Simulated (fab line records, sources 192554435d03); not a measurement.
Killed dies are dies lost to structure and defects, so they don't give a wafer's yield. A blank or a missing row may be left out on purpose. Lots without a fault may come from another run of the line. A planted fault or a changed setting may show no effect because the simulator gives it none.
A struck lot beside a sound one | flow n5_finfet | 39 steps out of a route of 1938
Sound: wafers L517.2, L517.3, L517.6. Struck: wafers L505.1, L505.3, L505.6. The cause comes at the end.
At each step with rows: each side's tool, then ch and its chambers, then its first start. Under that, the readings that differ: sound wafers | struck wafers | difference of the means | sigmas: that difference in standard deviations of wafers without a fault.
alike: readings whose means differ by less than 2 such deviations, and words and numbers that are the same on both sides. not compared: withheld readings, readings that some wafer has no value for, bounds like >300 that may hide the same value, and numbers for which the record gives no deviation and whose values overlap.
The two part at a step that has a row with sigmas, a row that says differs or no value, or rows on one side only. Numbers that don't overlap but have no deviation are shown without sigmas and don't part them. A reading that every wafer of one side lacks parts them only if that side has two wafers or more.

first, 9 steps without rows for these wafers: N5_PMOS_HMC_CHANNEL_EPI_EPI_20 (deposits SiGe30, target thk 59 nm); N5_PMOS_HMC_CHANNEL_EPI_HM_STRIP_35 (strips SiO2 in dHF, material SiO2, target depth 39.6 nm, time 216 s); N5_PMOS_HMC_CHANNEL_EPI_SRD_39 (time 30 s); N5_PMOS_HMC_CHANNEL_EPI_CMP_21 (polishes SiGe30, target thk 54 nm); N5_PMOS_HMC_CHANNEL_EPI_PRECLEAN_40 (cleans in DHF, time 30 s); N5_PMOS_HMC_CHANNEL_EPI_PRECLEAN_37 (cleans in O3/DIW, time 45 s); N5_PMOS_HMC_CHANNEL_EPI_PRECLEAN_24 (cleans in DHF, time 30 s); N5_PMOS_HMC_CHANNEL_EPI_SRD_25 (time 30 s); N5_PMOS_HMC_CHANNEL_EPI_EPI_26 (deposits Si from SiH4/H2, target thk 3.8 nm, time 22.7 s).
N5_FIN_SAQP_PRECLEAN_42: cleans in O3/DIW, time 60 s.
  sound on wet_bench-04 ch 3,5,7, day 7 08:25; struck on wet_bench-05 ch 1,2,4, day 4 09:43
then, 18 steps without rows for these wafers: N5_FIN_SAQP_PRECLEAN_00 (cleans in SC1, time 60 s); N5_FIN_SAQP_PRECLEAN_44 (cleans in SC2, time 45 s); N5_FIN_SAQP_SRD_01 (time 30 s); N5_FIN_SAQP_ALD_61 (deposits SiO2, target thk 4 nm, pulse time 1 s, purge time 2 s); N5_FIN_SAQP_DENSIFY_62 (time 60 s); N5_FIN_SAQP_HM_DEP_03 (deposits SiNx from SiH4/NH3/N2, target thk 38 nm, time 33.6 s); N5_FIN_SAQP_PECVD_47 (deposits a-Si from SiH4/He, target thk 45 nm, time 36.3 s); N5_FIN_SAQP_PECVD_48 (deposits SiNx from SiH4/NH3/N2, target thk 25 nm, time 22.1 s); N5_FIN_SAQP_PECVD_06 (deposits a-Si from SiH4/He, target thk 60 nm, time 48.1 s); N5_FIN_SAQP_HM_DEP_72 (deposits SiO2 from SiH4/N2O, target thk 12 nm, time 7.2 s); N5_FIN_SAQP_COAT_49 (time 60 s, resist thk 100 nm); N5_FIN_SAQP_COAT_50 (time 60 s, resist thk 35 nm); N5_FIN_SAQP_COAT_10 (resist thk 90 nm); N5_FIN_SAQP_EBR_12; N5_FIN_SAQP_SOFTBAKE_11 (time 60 s); N5_FIN_SAQP_EXPOSE_13 (exposes mask FIN CORE, target cd 35.6 nm); N5_FIN_SAQP_PEB_14 (peb time 60 s); N5_FIN_SAQP_DEVELOP_15 (develop time 30 s).
N5_FIN_SAQP_INSPECT_18: inspects for defects (brightfield).
  sound on defect_inspect-01, day 7 09:58; struck on defect_inspect-01, day 4 11:04
  reading          | sound       | struck         | difference | sigmas
  raw_defect_count | 349 357 418 | 1398 1296 1406 | +992       | +9
then, 6 steps without rows for these wafers: N5_FIN_SAQP_DESCUM_21 (chemistry O2, time 7.9 s); N5_FIN_SAQP_ETCH_51 (etches SiARC in CF4, target depth 45.5 nm, time 75.8 s); N5_FIN_SAQP_ETCH_52 (etches SOC in N2/H2, target depth 100 nm, overetch 20 nm, time 150 s); N5_FIN_SAQP_STRIP_53 (strips in N2/H2); N5_FIN_SAQP_HM_OPEN_73 (chemistry CHF3/O2, target SiO2, stops on a-Si, target depth 12 nm, time 16.8 s); N5_FIN_SAQP_STRIP_74 (strips in CHF3/O2).
N5_FIN_SAQP_INSPECT_40: inspects for defects (brightfield).
  sound on defect_inspect-01, day 7 17:31; struck on defect_inspect-01, day 4 16:49
  reading          | sound       | struck         | difference | sigmas
  raw_defect_count | 237 247 290 | 1176 1192 1221 | +938       | +16
N5_FIN_CUT_INSPECT_10: inspects for defects (brightfield).
  sound on defect_inspect-01, day 7 18:01; struck on defect_inspect-02, day 4 17:12
  reading          | sound    | struck         | difference | sigmas
  raw_defect_count | 36 39 34 | 1018 1076 1005 | +997       | +99 or more
-- the record jumps here: 6 days lie between the struck wafers' starts before and after (it left off in module FIN_CUT and takes up again in module BEOL_M4, whose first step shown is number 1111 of the route) --
N5_BEOL_M4_RC_MEAS_101:
  sound on prober-01 ch 0, day 13 20:19; struck on prober-02 ch 0, day 10 11:11
  alike: DIBL_N, DIBL_P, IOFF_N, IOFF_P, ION_N, ION_P, SS_N, SS_P, VT_N, VT_P
-- the record jumps here: 4 days lie between the struck wafers' starts before and after (it left off in module BEOL_M4 and takes up again in module PASSIVATION, whose first step shown is number 1936 of the route) --
N5_PASSIVATION_PROBE_49:
  the record has rows for the struck wafers here (prober-02, day 14 21:06) and none for the sound ones

WHERE THEY PART
First at N5_FIN_SAQP_INSPECT_18; last, within this record, at N5_PASSIVATION_PROBE_49.

WHY: what the simulator had put in
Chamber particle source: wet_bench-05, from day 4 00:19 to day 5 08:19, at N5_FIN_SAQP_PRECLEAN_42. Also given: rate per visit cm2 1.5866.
